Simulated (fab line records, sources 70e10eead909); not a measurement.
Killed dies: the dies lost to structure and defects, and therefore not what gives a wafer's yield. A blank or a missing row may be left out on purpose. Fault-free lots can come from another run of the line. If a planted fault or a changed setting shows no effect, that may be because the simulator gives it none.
The tool behind it: which one?	flow nandHarc	43 wafers sampled from 15 lots at 1 step of a route of 1302

== WHAT EACH GAUGE READ, for each wafer ==
NHARC_P_STI_INSPECT_25. Usual: 209 for rawDefectCount, sd 86.
lot	measured	on	rawDefectCount	flag
L206	day 5 02:16	defectInspect-02	202 233 174	
L208	day 5 14:39	defectInspect-01	168 103 99	
L209	day 6 01:04	defectInspect-02	448 422 275	
L210	day 6 14:53	defectInspect-02	311 256 210	
L211	day 6 20:56	defectInspect-02	143 150 137	
L212	day 7 12:29	defectInspect-02	229 429 258	
L213	day 7 17:28	defectInspect-02	157 249 288	
L214	day 8 08:22	defectInspect-02	283 159 376	
L215	day 8 14:35	defectInspect-02	183 216 337	
L218	day 10 03:08	defectInspect-01	155 152 147	
L216	day 10 03:08	defectInspect-02	132 102 167	
L219	day 10 03:10	defectInspect-01	144 390 190	
L224	day 12 15:26	defectInspect-01	183 93 129	
L226	day 13 00:15	defectInspect-02	274 224	
L225	day 13 00:15	defectInspect-01	190 207	

== EACH LOT AND THE TOOL THAT RAN IT (in order: tool; ch and the chambers of the sampled wafers; start) ==
There is no process step in the record ahead of these readings.

== AS READ BY THE TOOLS THEMSELVES (means over the sampled wafers that have a number; for cases with no such wafer, the mark the record gives instead) ==
The record holds no such reading with a usual standard deviation.

== THE ANSWER, worked out from the rows above alone ==
Rule: a lot counts as off when the mean over its wafers that have a number is more than 3 standard deviations away from the usual mean. Also off: a lot with no number at a reading for which 4 or more lots have one. The other lots that the step has rows for count as sound. First the gauges in route order, then the tools' own readings, where a lot's mean is used as printed above. The first step at which some lot is off is used, and at that step the reading that is off furthest; a lot without a number counts as furthest.
Across all readings shown, no lot is off: no conclusion can be drawn from this.

== WHAT WAS PUT IN BY THE SIMULATOR ==
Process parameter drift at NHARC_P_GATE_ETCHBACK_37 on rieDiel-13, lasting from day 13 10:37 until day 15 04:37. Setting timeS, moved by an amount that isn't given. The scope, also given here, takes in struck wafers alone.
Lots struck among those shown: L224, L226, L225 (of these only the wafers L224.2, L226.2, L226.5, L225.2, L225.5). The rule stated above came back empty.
